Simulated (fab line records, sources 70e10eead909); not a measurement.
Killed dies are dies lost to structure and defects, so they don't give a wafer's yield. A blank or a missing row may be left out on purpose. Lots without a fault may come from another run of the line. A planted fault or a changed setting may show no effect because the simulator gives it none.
A struck lot beside a sound one | flow nand_harc | 16 steps out of a route of 1159
Sound: wafers L593.1, L593.2, L593.4. Struck: wafers L605.1, L605.2, L605.3. The cause comes at the end.
At each step with rows: each side's tool, then ch and its chambers, then its first start. Under that, the readings that differ: sound wafers | struck wafers | difference of the means | sigmas: that difference in standard deviations of wafers without a fault.
alike: readings whose means differ by less than 2 such deviations, and words and numbers that are the same on both sides. not compared: withheld readings, readings that some wafer has no value for, bounds like >300 that may hide the same value, and numbers for which the record gives no deviation and whose values overlap.
The two part at a step that has a row with sigmas, a row that says differs or no value, or rows on one side only. Numbers that don't overlap but have no deviation are shown without sigmas and don't part them. A reading that every wafer of one side lacks parts them only if that side has two wafers or more.

first, 1 step without rows for these wafers: NHARC_A_CONTACT_ETCH_139 (etches the open film in C4F8/O2/Ar, time 137 s, target depth 590 nm).
NHARC_A_CONTACT_ETCH_92: etches the open film in CH3F/O2, target depth 40 nm, time 85.7 s.
  sound on rie_diel-04 ch 1,2,3, day 17 13:28; struck on rie_diel-03 ch 1,2,3, day 21 00:28
  reading                | sound    | struck   | difference | sigmas
  rf_hours_counter_h (h) | 41 41 42 | 13 13 11 | -29        |
  alike: chamber_pressure_mTorr, drypump_motor_current_A, oes_product_au, rf_vpp_V, showerhead_plenum_p_Torr, throttle_valve_pct
then, 1 step without rows for these wafers: NHARC_A_CONTACT_ETCH_98 (etches the open film in C4F6/O2, target depth 20 nm, time 10 s).
NHARC_A_CONTACT_CD_MEAS_15:
  sound on cd_sem-02, day 17 13:46; struck on cd_sem-01, day 21 00:41
  alike: cd_nm
then, 3 steps without rows for these wafers: NHARC_A_CONTACT_STRIP_107 (strips in N2/H2); NHARC_A_CONTACT_STRIP_108 (strips in CF4/CHF3); NHARC_A_CONTACT_STRIP_109 (strips in O2/COS).
NHARC_A_CONTACT_ETCH_110: etches the open film in CF4/O2, target depth 50 nm, overetch 5 nm, time 27.5 s.
  sound on rie_diel-11 ch 0,2,3, day 17 14:04; struck on rie_diel-03 ch 0,1,3, day 21 00:59
  reading                | sound | struck   | difference | sigmas
  rf_hours_counter_h (h) | 8 7 7 | 13 11 14 | +5         |
  alike: chamber_pressure_mTorr, drypump_motor_current_A, oes_product_au, rf_vpp_V, showerhead_plenum_p_Torr, throttle_valve_pct
NHARC_A_CONTACT_STRIP_26: strips in O2.
  sound on rie_diel-11 ch 0,1,3; struck on rie_diel-03 ch 0,1,2
  reading                | sound | struck   | difference | sigmas
  rf_hours_counter_h (h) | 7 7 7 | 14 13 11 | +6         |
  alike: chamber_pressure_mTorr, drypump_motor_current_A, oes_product_au, rf_vpp_V, showerhead_plenum_p_Torr, throttle_valve_pct
then, 1 step without rows for these wafers: NHARC_A_CONTACT_STRIP_27 (strips in post etch residue remover, time 600 s).
NHARC_A_CONTACT_ALD_18: deposits TiN, target thk 3 nm, pulse time 1 s, ald cycles 150.
  sound on ald_metal-01 ch 0,2,3, day 17 14:43; struck on ald_metal-03 ch 0,1,3, day 21 01:37
  reading              | sound                | struck | difference                    | sigmas
  susceptor_temp_C (C) | 450.19 449.98 450.16 | - - -  | no value on the struck wafers |
  alike: heater_power_outer_w, heater_power_w, precursor_pulse_height_rel
NHARC_A_CONTACT_CVD_19: deposits W, target thk 300 nm, time 802 s.
  sound on cvd_w-01 ch 0,1; struck on cvd_w-02 ch 0,1
  alike: heater_power_outer_w, heater_power_w, susceptor_temp_C, throttle_valve_pct
NHARC_A_CONTACT_CMP_20: polishes, t overpolish 30 s, target thk 300 nm.
  sound on cmp-01 ch 1,2,3, day 17 19:40; struck on cmp-02 ch 0,1,2, day 21 07:58
  no value came back on the struck wafers for edge_zone_pressure_frac, motor_current_A (A), overpolish_run_s (s), time_to_endpoint_s (s); on the sound wafers edge_zone_pressure_frac reads 0.994 0.992 0.998
then, 1 step without rows for these wafers: NHARC_A_CONTACT_SRD_22.
NHARC_A_CONTACT_INSPECT_23:
  sound on defect_inspect-02, day 17 20:04; struck on defect_inspect-01, day 21 08:21
  reading          | sound       | struck         | difference | sigmas
  raw_defect_count | 363 396 448 | 2538 2522 2527 | +2127      | +18
-- the record jumps here: 2 days lie between the struck wafers' starts before and after (it left off in module A_CONTACT and takes up again in module END, whose first step shown is number 1159 of the route) --
NHARC_END_SORT_01:
  the record has rows for the struck wafers here (prober-02 ch 0, day 23 12:25) and none for the sound ones

WHERE THEY PART
First at NHARC_A_CONTACT_ALD_18; last, within this record, at NHARC_END_SORT_01.

WHY: what the simulator had put in
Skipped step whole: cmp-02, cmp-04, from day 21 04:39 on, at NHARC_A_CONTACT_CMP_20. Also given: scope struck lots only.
